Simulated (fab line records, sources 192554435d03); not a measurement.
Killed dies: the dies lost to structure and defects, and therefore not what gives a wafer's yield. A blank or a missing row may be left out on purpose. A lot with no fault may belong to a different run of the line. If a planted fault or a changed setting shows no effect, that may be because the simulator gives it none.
fab line records | flow n5Finfet
record lots=7 wafers=39
route steps=1938 shown ZERO_LAYER@11 FIN_SAQP@138 SDB@368 MOL_CONTACT_COAG@547 BEOL_M1@838
startH: hours from the record's opening day to when the first of the lot's shown wafers began | waitH: time in hours since the lot's previous step | " as in the row above | L1.1+2: one row covering several wafers at once | - no value, or no start given | * or withheld: withheld | < > ~ a bound
route shown NAME@n: names a module that has steps shown in the file, with the first one's number in the route | usual: the fault-free wafers' mean and standard deviation | same: alike in all rows | chamber/n: place in a boat | sites: readings site by site | _std_site: the standard deviation of these | _edge_site: the outer-site mean with the inner-site mean subtracted | radiusMm: how far each site lies from the wafer's centre | mask NAME#n: copy n | behind: the tool/chamber that last shaped the wafer | hold: what put the lot on hold/how long, in hours/how the hold closed | device: the transistor (n, p or np) that didn't switch | end of line: the same wafers' tests at the end of the route | where a step has no rows: the recipe by itself | killed: count of dies lost to structure and defects at first sort (not the wafer's yield) | map: a wafer's dies, marking killed ones x, the rest . and places with no die _
set.NAME: setting as actually run; set.NAME@STEP: the setting as run at that earlier step | model.NAME: the simulator's own value behind a step, which no gauge read
lots whose settings were changed on purpose; a table a step, a row a wafer
## steps
# step N5_ZERO_LAYER_DEVELOP_10
# recipe developTimeS=60 rinseLiquid=diw dry=airSpin devTempC=21
# columns lot.wafer tool chamber startH waitH set.developTimeS
L074.1+2+6 lithoTrack-02 0 - - 60
L074.3+4+5 " 0 " " 34.03
L078.1+4+5 lithoTrack-04 0 - - 49.12
L078.2+3+6 " 0 " " 60
L079.1+2+3+4+5+6 lithoTrack-02 0 - - 60
L080.1+3+5 lithoTrack-04 0 - - 60
L080.2+4+6 " 0 " " 28.49
L083.1+2+4 lithoTrack-04 0 - - 27.54
L083.3+5+6 " 0 " " 60
L094.2+4+6 lithoTrack-01 0 - - 60
L095.1+3+6 lithoTrack-01 0 - - 60
L095.2+4+5 " 0 " " 73.28
# step N5_ZERO_LAYER_HARDBAKE_23
# recipe tempC=130 timeS=120
# step N5_ZERO_LAYER_CD_MEAS_11
# recipe targetCdNm=2000 landingEnergyEv=500 detector=seInlens
# usual cdNm=2000.3/1.5
# columns lot.wafer tool chamber startH waitH set.developTimeS@ZERO_LAYER_DEVELOP_10 cdNm
L074.1 cdSem-01 0 12.77 - 60 2002.4
L074.2 " 0 " " 60 2004.6
L074.3 " 0 " " 34.03 1988.4
L074.4 " 0 " " 34.03 1989.1
L074.5 " 0 " " 34.03 1989.2
L074.6 " 0 " " 60 2002.3
L078.1 cdSem-03 0 36.77 - 49.12 1998.0
L078.2 " 0 " " 60 2000.9
L078.3 " 0 " " 60 1999.8
L078.4 " 0 " " 49.12 1998.0
L078.5 " 0 " " 49.12 1997.0
L078.6 " 0 " " 60 2001.2
L079.1 cdSem-01 0 42.66 - 60 2001.3
L079.2 " 0 " " 60 1998.1
L079.3 " 0 " " 60 1999.8
L079.4 " 0 " " 60 1999.9
L079.5 " 0 " " 60 1998.6
L079.6 " 0 " " 60 2000.6
L080.1 cdSem-03 0 48.77 - 60 1998.3
L080.2 " 0 " " 28.49 1984.4
L080.3 " 0 " " 60 1997.9
L080.4 " 0 " " 28.49 1983.5
L080.5 " 0 " " 60 1998.6
L080.6 " 0 " " 28.49 1984.9
L083.1 cdSem-01 0 66.64 - 27.54 1983.4
L083.2 " 0 " " 27.54 1983.7
L083.3 " 0 " " 60 2000.8
L083.4 " 0 " " 27.54 1983.2
L083.5 " 0 " " 60 2000.2
L083.6 " 0 " " 60 2000.1
L094.2 cdSem-02 0 132.77 - 60 2002.4
L094.4 " 0 " " 60 2002.4
L094.6 " 0 " " 60 2001.9
L095.1 cdSem-03 0 138.77 - 60 2002.8
L095.2 " 0 " " 73.28 2004.4
L095.3 " 0 " " 60 2001.6
L095.4 " 0 " " 73.28 2007.0
L095.5 " 0 " " 73.28 2007.9
L095.6 " 0 " " 60 2002.5
# step N5_ZERO_LAYER_DESCUM_16
# recipe chemistry=O2 timeS=7.9 sourcePowerW=50 biasPowerW=20 pressureMtorr=20 rfFrequencyHz=2.712e+07 tempC=40 o2FlowSccm=225
# columns lot.wafer tool chamber startH waitH set.developTimeS@ZERO_LAYER_DEVELOP_10 model.ZERO_LAYER.cdNm
L074.1 rieDiel-05 0 12.80 0.0 60 2002
L074.2 " 1 " " 60 2004
L074.3 " 3 " " 34.03 1988
L074.4+5 " 2,1 " " 34.03 1989
L074.6 " 2 " " 60 2003
L078.1+4 rieDiel-01 3,1 36.80 0.0 49.12 1998
L078.2+6 " 0,1 " " 60 2001
L078.3 " 2 " " 60 2000
L078.5 " 0 " " 49.12 1997
L079.1+6 rieDiel-03 3,0 42.70 0.0 60 -
L079.2 " 1 " " 60 1998
L079.3+4 " 0,1 " " 60 2000
L079.5 " 3 " " 60 1999
L080.1+3 rieDiel-03 1,0 48.91 0.1 60 1998
L080.2+6 " 3,1 " " 28.49 1985
L080.4 " 0 " " 28.49 1984
L080.5 " 3 " " 60 1999
L083.1+4 rieDiel-05 1,0 66.68 0.0 27.54 1983
L083.2 " 2 " " 27.54 1984
L083.3 " 3 " " 60 2001
L083.5+6 " 0,1 " " 60 2000
L094.2+6 rieDiel-03 0,1 132.80 0.0 60 2002
L094.4 " 3 " " 60 2003
L095.1 rieDiel-05 1 138.80 0.0 60 2003
L095.2 " 2 " " 73.28 2004
L095.3+6 " 0,3 " " 60 2002
L095.4 " 3 " " 73.28 2007
L095.5 " 0 " " 73.28 2008
# step N5_FIN_SAQP_SPACER2_ALD_28
# recipe material=SiO2 targetThkA=81 tempC=300 aldPrecursorFamily=BDEAS aldCoReactant=O2-plasma pulseTimeS=1 purgeTimeS=2 coReactantPurgeTimeS=2 pressureTorr=2
# columns lot.wafer tool chamber startH waitH set.targetThkA model.SiO2_of_FIN_SAQP_SPACER2_ALD_28.thkNm
L074.1+6 aldSin-02 2 25.49 0.5 81 8
L074.2+4+5 " 1,3,3 " " 33.81 3.4
L074.3 " 0 " " 81 8.2
L078.1+3+6 aldSin-04 0,2,0 50.58 0.1 81 8
L078.2+4+5 " 3,1,1 " " 59.99 6
L079.1+3+4 aldSin-02 3,2,1 56.80 0.3 39.9 4
L079.2+5+6 " 0,1,0 " " 81 8
L080.1+4+6 aldSin-02 3,0,2 60.80 0.1 128.7 12.8
L080.2+3+5 " 1,2,1 " " 81 8
L083.1+2+6 aldSin-04 1,2,0 78.93 0.1 111.8 11.2
L083.3+4+5 " 0,3,3 " " 81 8.2
L094.2 aldSin-02 1 146.22 0.5 81 8
L094.4+6 " 0,1 " " 81 8.2
L095.1+2+3+4+5+6 aldSin-03 3,1,2,0,3,0 151.72 0.1 81 8
# step N5_FIN_SAQP_SPACER2_ETCHBACK_29
# recipe chemistry=CHF3/O2 mode=anisotropicEtchback target=SiO2 targetDepthA=122 timeS=6.1 pressureMtorr=30 sourceW=650 biasW=170 Ar_flow_sccm=200 CHF3_flow_sccm=50 O2_flow_sccm=5 ionEnergyEv=200
# step N5_FIN_SAQP_MANDREL2_REMOVE_60
# recipe chemistry=HBr/Cl2/O2 btTimeS=10 target=a-Si stopOn=SiNx endpoint=OES-SiCl overEtchFrac=1 icpW=600 biasW=22 HBr_flow_sccm=150 Cl2_flow_sccm=80 O2_flow_sccm=5 pressureMtorr=10
# columns lot.wafer tool chamber startH waitH set.targetThkA@FIN_SAQP_SPACER2_ALD_28 model.FIN_SAQP.cdNm
L074.1+6 rieSi-03 1,2 25.94 0.1 81 8
L074.2+4+5 " 0,3,1 " " 33.81 3.4
L074.3 " 2 " " 81 8.2
L078.1+3+6 rieSi-03 1,0,1 50.99 0.1 81 8.2
L078.2+4+5 " 2,0,2 " " 59.99 6
L079.1+3+4 rieSi-02 3,2,0 57.34 0.1 39.9 4
L079.2+6 " 1,2 " " 81 8.2
L079.5 " 3 " " 81 8
L080.1 rieSi-04 3 61.21 0.1 128.7 12.8
L080.2+3+5 " 2,1,0 " " 81 8.2
L080.4+6 " 0,1 " " 128.7 13
L083.1+6 rieSi-03 2 79.34 0.1 111.8 11.2
L083.2 " 1 " " 111.8 11.4
L083.3+4+5 " 0,1,0 " " 81 8.2
L094.2+4 rieSi-02 1,0 146.63 0.1 81 8.2
L094.6 " 0 " " 81 8
L095.1+3+4+6 rieSi-03 3,1,2,2 152.13 0.1 81 8
L095.2+5 " 0,1 " " 81 8.2
# step N5_FIN_SAQP_CD_MEAS_31
# recipe targetCdNm=8 landingEnergyEv=1000 detector=seInlens polarity=line
# usual cdNm=8.13/0.23
# columns lot.wafer tool chamber startH waitH set.targetThkA@FIN_SAQP_SPACER2_ALD_28 cdNm
L074.1 cdSem-03 0 26.05 0.1 81 8.09
L074.2 " 0 " " 33.81 3.40
L074.3 " 0 " " 81 8.19
L074.4 " 0 " " 33.81 3.18
L074.5 " 0 " " 33.81 3.50
L074.6 " 0 " " 81 8.37
L078.1 cdSem-03 0 51.10 0.1 81 8.02
L078.2 " 0 " " 59.99 6.14
L078.3 " 0 " " 81 8.44
L078.4 " 0 " " 59.99 6.14
L078.5 " 0 " " 59.99 6.15
L078.6 " 0 " " 81 8.18
L079.1 cdSem-03 0 57.45 0.1 39.9 4.18
L079.2 " 0 " " 81 8.27
L079.3 " 0 " " 39.9 3.98
L079.4 " 0 " " 39.9 4.06
L079.5 " 0 " " 81 8.29
L079.6 " 0 " " 81 8.21
L080.1 cdSem-02 0 61.32 0.1 128.7 12.99
L080.2 " 0 " " 81 8.11
L080.3 " 0 " " 81 8.17
L080.4 " 0 " " 128.7 12.98
L080.5 " 0 " " 81 8.17
L080.6 " 0 " " 128.7 13.22
L083.1 cdSem-02 0 79.45 0.1 111.8 11.47
L083.2 " 0 " " 111.8 11.61
L083.3 " 0 " " 81 8.45
L083.4 " 0 " " 81 8.22
L083.5 " 0 " " 81 8.17
L083.6 " 0 " " 111.8 11.27
L094.2 cdSem-01 0 146.74 0.1 81 8.40
L094.4 " 0 " " 81 8.15
L094.6 " 0 " " 81 7.99
L095.1 cdSem-02 0 152.24 0.1 81 7.59
L095.2 " 0 " " 81 8.01
L095.3 " 0 " " 81 7.90
L095.4 " 0 " " 81 8.65
L095.5 " 0 " " 81 8.09
L095.6 " 0 " " 81 8.06
# step N5_FIN_SAQP_HM_OPEN_33
# recipe chemistry=CH3F/O2 target=SiNx maskMaterial=SiO2 targetDepthA=494 timeS=70.6 pressureMtorr=30 sourceW=395 biasW=73 Ar_flow_sccm=150 CH3F_flow_sccm=30 O2_flow_sccm=20 ionEnergyEv=120 ends=cleared
# step N5_FIN_SAQP_ETCH_34
# recipe chemistry=C4F6/O2 target=SiO2 targetDepthA=450 timeS=15 ionEnergyEv=250 pressureMtorr=30 sourceW=345 biasW=185 Ar_flow_sccm=300 C4F6_flow_sccm=10 O2_flow_sccm=10 ends=cleared
# columns lot.wafer tool chamber startH waitH set.targetThkA@FIN_SAQP_SPACER2_ALD_28 model.FIN_SAQP.cdNm
L074.1+6 rieDiel-04 1,0 26.16 0.0 81 8
L074.2+4+5 " 2,2,1 " " 33.81 3.4
L074.3 " 0 " " 81 8.2
L078.1+3+6 rieDiel-02 1,3,1 51.37 0.0 81 8.2
L078.2+4+5 " 2,0,0 " " 59.99 6
L079.1+3+4 rieDiel-06 0,2,1 57.57 0.0 39.9 4
L079.2+5 " 3 " " 81 8
L079.6 " 0 " " 81 8.2
L080.1 rieDiel-02 0 61.44 0.0 128.7 12.8
L080.2+5 " 1,3 " " 81 8.2
L080.3 " 3 " " 81 8.4
L080.4+6 " 2,0 " " 128.7 13
L083.1+6 rieDiel-04 3 79.61 0.0 111.8 11.2
L083.2 " 1 " " 111.8 11.4
L083.3+4 " 0,2 " " 81 8.2
L083.5 " 0 " " 81 8
L094.2+4 rieDiel-02 1,0 146.86 0.0 81 8.2
L094.6 " 0 " " 81 8
L095.1+3+4+5+6 rieDiel-06 3,0,1,3,2 152.36 0.0 81 8
L095.2 " 2 " " 81 8.2
# step N5_FIN_SAQP_STRIP_77
# recipe chemistry=N2/H2 timeS=90 powerW=100 tempC=40 pressureMtorr=100 rfFrequencyHz=6e+07 biasPowerW=3 n2FlowSccm=300 h2FlowSccm=300
# step N5_FIN_SAQP_HM_CD_35
# recipe targetCdNm=8 polarity=line
# usual cdNm=8.10/0.22
# columns lot.wafer tool chamber startH waitH set.targetThkA@FIN_SAQP_SPACER2_ALD_28 cdNm
L074.1 cdSem-03 - 26.31 0.1 81 7.74
L074.2 " - " " 33.81 3.65
L074.3 " - " " 81 8.32
L074.4 " - " " 33.81 3.26
L074.5 " - " " 33.81 3.34
L074.6 " - " " 81 7.66
L078.1 cdSem-02 - 51.52 0.1 81 8.29
L078.2 " - " " 59.99 6.14
L078.3 " - " " 81 8.36
L078.4 " - " " 59.99 6.02
L078.5 " - " " 59.99 5.96
L078.6 " - " " 81 8.62
L079.1 cdSem-02 - 57.71 0.1 39.9 4.03
L079.2 " - " " 81 7.90
L079.3 " - " " 39.9 3.54
L079.4 " - " " 39.9 3.45
L079.5 " - " " 81 8.01
L079.6 " - " " 81 8.06
L080.1 cdSem-01 - 61.59 0.1 128.7 12.75
L080.2 " - " " 81 8.26
L080.3 " - " " 81 8.19
L080.4 " - " " 128.7 13.10
L080.5 " - " " 81 8.35
L080.6 " - " " 128.7 13.05
L083.1 cdSem-03 - 79.75 0.1 111.8 11.39
L083.2 " - " " 111.8 11.37
L083.3 " - " " 81 8.30
L083.4 " - " " 81 8.19
L083.5 " - " " 81 7.93
L083.6 " - " " 111.8 11.03
L094.2 cdSem-03 - 147.02 0.1 81 8.11
L094.4 " - " " 81 8.43
L094.6 " - " " 81 7.87
L095.1 cdSem-02 - 152.51 0.1 81 8.16
L095.2 " - " " 81 8.31
L095.3 " - " " 81 8.08
L095.4 " - " " 81 7.83
L095.5 " - " " 81 7.89
L095.6 " - " " 81 8.12
# step N5_FIN_SAQP_ETCH_64
# recipe chemistry=CF4 target=SiO2 targetDepthA=15 ionEnergyEv=350 pressureMtorr=10 icpW=800 biasW=400 cf4FlowSccm=80
# step N5_FIN_SAQP_FIN_ETCH_36
# recipe chemistry=HBr/Cl2/O2 targetDepthA=1200 maskMaterial=SiNx timeS=50.4 biasW=102 pressureMtorr=10 icpW=800 HBr_flow_sccm=150 Cl2_flow_sccm=80 O2_flow_sccm=12
# step N5_FIN_SAQP_CD_MEAS_37
# recipe targetCdNm=8 polarity=line
# usual cdNm=8.07/0.24
# columns lot.wafer tool chamber startH waitH set.targetThkA@FIN_SAQP_SPACER2_ALD_28 cdNm
L074.1 cdSem-01 - 26.50 0.1 81 8.06
L074.2 " - " " 33.81 3.24
L074.3 " - " " 81 8.27
L074.4 " - " " 33.81 3.13
L074.5 " - " " 33.81 3.32
L074.6 " - " " 81 7.81
L078.1 cdSem-01 - 51.70 0.1 81 7.95
L078.2 " - " " 59.99 6.01
L078.3 " - " " 81 8.24
L078.4 " - " " 59.99 5.79
L078.5 " - " " 59.99 6.00
L078.6 " - " " 81 8.29
L079.1 cdSem-01 - 57.90 0.1 39.9 4.26
L079.2 " - " " 81 7.85
L079.3 " - " " 39.9 3.67
L079.4 " - " " 39.9 4.06
L079.5 " - " " 81 7.80
L079.6 " - " " 81 8.29
L080.1 cdSem-01 - 61.77 0.1 128.7 13.28
L080.2 " - " " 81 8.43
L080.3 " - " " 81 8.63
L080.4 " - " " 128.7 12.37
L080.5 " - " " 81 8.07
L080.6 " - " " 128.7 13.22
L083.1 cdSem-03 - 79.94 0.1 111.8 10.89
L083.2 " - " " 111.8 11.07
L083.3 " - " " 81 8.07
L083.4 " - " " 81 7.99
L083.5 " - " " 81 8.40
L083.6 " - " " 111.8 10.99
L094.2 cdSem-01 - 147.20 0.1 81 8.36
L094.4 " - " " 81 8.21
L094.6 " - " " 81 8.16
L095.1 cdSem-03 - 152.70 0.1 81 8.34
L095.2 " - " " 81 8.12
L095.3 " - " " 81 8.12
L095.4 " - " " 81 7.78
L095.5 " - " " 81 7.99
L095.6 " - " " 81 7.95
# step N5_SDB_ETCH_25
# recipe chemistry=C4F6/O2 target=SiO2 targetDepthA=100 timeS=3.3 ionEnergyEv=250 maskMaterial=SiNx pressureMtorr=30 sourceW=345 biasW=185 Ar_flow_sccm=300 C4F6_flow_sccm=10 O2_flow_sccm=10
# columns lot.wafer tool chamber startH waitH set.timeS model.etch.depthNm
L074.1 rieDiel-06 2 67.03 0.1 4.53 13.72
L074.2 " 1 " " 3.3 10.05
L074.3 " 3 " " 4.53 13.93
L074.4 " 0 " " 3.3 10.06
L074.5 " 3 " " 4.53 14.01
L074.6 " 2 " " 3.3 9.906
L078.1 rieDiel-04 3 95.44 0.0 4.309 13.08
L078.2 " 0 " " 4.309 12.78
L078.3 " 1 " " 3.3 9.816
L078.4 " 2 " " 4.309 13.12
L078.5 " 1 " " 3.3 9.859
L078.6 " 0 " " 3.3 9.846
L079.1 rieDiel-02 3 97.58 0.2 3.3 9.763
L079.2 " 2 " " 3.3 10.34
L079.3 " 1 " " 3.3 10.01
L079.4 " 3 " " 3.3 9.736
L079.5 " 2 " " 3.3 10.18
L079.6 " 1 " " 3.3 10.12
L080.1 rieDiel-06 1 101.52 0.0 3.3 10.08
L080.2 " 3 " " 5.194 16.04
L080.3 " 2 " " 3.3 9.914
L080.4 " 0 " " 3.3 9.934
L080.5 " 2 " " 5.194 15.6
L080.6 " 1 " " 5.194 15.88
L083.1 rieDiel-02 0 118.08 0.0 3.3 10.32
L083.2 " 3 " " 1.768 5.247
L083.3 " 1 " " 3.3 9.923
L083.4 " 3 " " 3.3 9.713
L083.5 " 1 " " 1.768 5.368
L083.6 " 0 " " 1.768 5.517
L094.2 rieDiel-04 3 189.30 0.4 3.3 9.983
L094.4 " 1 " " 3.3 10.11
L094.6 " 1 " " 3.3 10.04
L095.1 rieDiel-04 1 195.63 2.0 3.3 10.16
L095.2 " 3 " " 3.3 10.19
L095.3 " 2 " " 3.3 10.05
L095.4 " 3 " " 3.3 10.01
L095.5 " 2 " " 3.3 10.03
L095.6 " 1 " " 3.3 10.07
# step N5_MOL_CONTACT_COAG_SPUTTER_143
# recipe material=Co targetThkA=25 tempC=25 chamberPressurePa=0.2
# columns lot.wafer tool chamber startH waitH set.targetThkA model.Co_of_MOL_CONTACT_COAG_SPUTTER_143.thkNm
L074.1+5+6 pvdSputter-02 - 89.84 0.0 25 2.4
L074.2+3+4 " - " " 18.98 1.8
L078.1+2+6 pvdSputter-01 - 120.88 0.0 39.21 4
L078.3+4 " - " " 25 2.6
L078.5 " - " " 25 2.4
L079.1+3+5 pvdSputter-02 - 123.71 0.0 25 2.4
L079.2+4+6 " - " " 34.72 3.4
L080.1 pvdSputter-03 - 124.67 0.0 25 2.4
L080.2+3+4 " - " " 30.14 3
L080.5+6 " - " " 25 2.6
L083.1+2+3+4+5+6 pvdSputter-03 - 141.75 0.0 25 2.4
L094.2+4+6 pvdSputter-02 - 216.99 0.0 25 2.4
L095.1+4 pvdSputter-03 - 221.63 0.0 25 2.4
L095.2+6 " - " " 11.95 1.2
L095.3 " - " " 11.95 1
L095.5 " - " " 25 2.6
# step N5_BEOL_M1_DEP_57
# recipe material=SiCN targetThkA=80 tempC=withheld precursor=3MS/NH3 pressureTorr=3 rfW=202 timeS=14
# columns lot.wafer tool chamber startH waitH set.targetThkA model.SiCN_of_BEOL_M1_DEP_57.thkNm
L074.1 pecvd-04 1 127.76 0.0 80 7.8
L074.2+3+6 " 2,0,2 " " 35.5 3.4
L074.4+5 " 1,0 " " 80 8
L079.1 pecvd-02 1 161.26 0.0 80 7.8
L079.2+3+4 " 2,0,2 " " 49.72 5
L079.5+6 " 1,0 " " 80 8.2
L078.1+3+5+6 pecvd-04 2,1,2,0 164.62 0.0 80 8.2
L078.2 " 0 " " 80 8
L078.4 " 1 " " 80 8.4
L080.1 pecvd-04 0 164.82 0.0 80 8
L080.2+5 " 1,0 " " 80 8.2
L080.3 " 2 " " 118.9 11.8
L080.4+6 " 1,2 " " 118.9 12
L083.1+6 pecvd-01 1,0 184.93 0.0 127.7 12.6
L083.2+5 " 0,2 " " 80 7.8
L083.3 " 2 " " 127.7 12.4
L083.4 " 1 " " 80 8
L094.2 pecvd-01 0 252.07 0.0 80 7.8
L094.4+6 " 1,0 " " 80 8
L095.1+4 pecvd-02 0 258.02 0.0 54.59 5.6
L095.2 " 1 " " 80 8
L095.3 " 1 " " 54.59 5.8
L095.5+6 " 1,0 " " 80 8.2
## key
split step=N5_ZERO_LAYER_DEVELOP_10 setting=developTimeS stated=60 by=wafer
response step=N5_ZERO_LAYER_CD_MEAS_11 reading=cdNm change=+0.288 per=1% r=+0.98
response step=N5_ZERO_LAYER_DESCUM_16 reading=model.ZERO_LAYER.cdNm change=+0.29 per=1% r=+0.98
split step=N5_FIN_SAQP_SPACER2_ALD_28 setting=targetThkA stated=81 by=wafer
response step=N5_FIN_SAQP_SPACER2_ALD_28 reading=model.SiO2_of_FIN_SAQP_SPACER2_ALD_28.thkNm change=+0.0799 per=1% r=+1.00
response step=N5_FIN_SAQP_MANDREL2_REMOVE_60 reading=model.FIN_SAQP.cdNm change=+0.0808 per=1% r=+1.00
response step=N5_FIN_SAQP_CD_MEAS_31 reading=cdNm change=+0.083 per=1% r=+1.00
response step=N5_FIN_SAQP_ETCH_34 reading=model.FIN_SAQP.cdNm change=+0.0804 per=1% r=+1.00
response step=N5_FIN_SAQP_HM_CD_35 reading=cdNm change=+0.0812 per=1% r=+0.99
response step=N5_FIN_SAQP_CD_MEAS_37 reading=cdNm change=+0.0794 per=1% r=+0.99
split step=N5_SDB_ETCH_25 setting=timeS stated=3.3 by=wafer
response step=N5_SDB_ETCH_25 reading=model.etch.depthNm change=+0.102 per=1% r=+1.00
split step=N5_MOL_CONTACT_COAG_SPUTTER_143 setting=targetThkA stated=25 by=wafer
response step=N5_MOL_CONTACT_COAG_SPUTTER_143 reading=model.Co_of_MOL_CONTACT_COAG_SPUTTER_143.thkNm change=+0.0255 per=1% r=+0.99
split step=N5_BEOL_M1_DEP_57 setting=targetThkA stated=80 by=wafer
response step=N5_BEOL_M1_DEP_57 reading=model.SiCN_of_BEOL_M1_DEP_57.thkNm change=+0.0794 per=1% r=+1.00
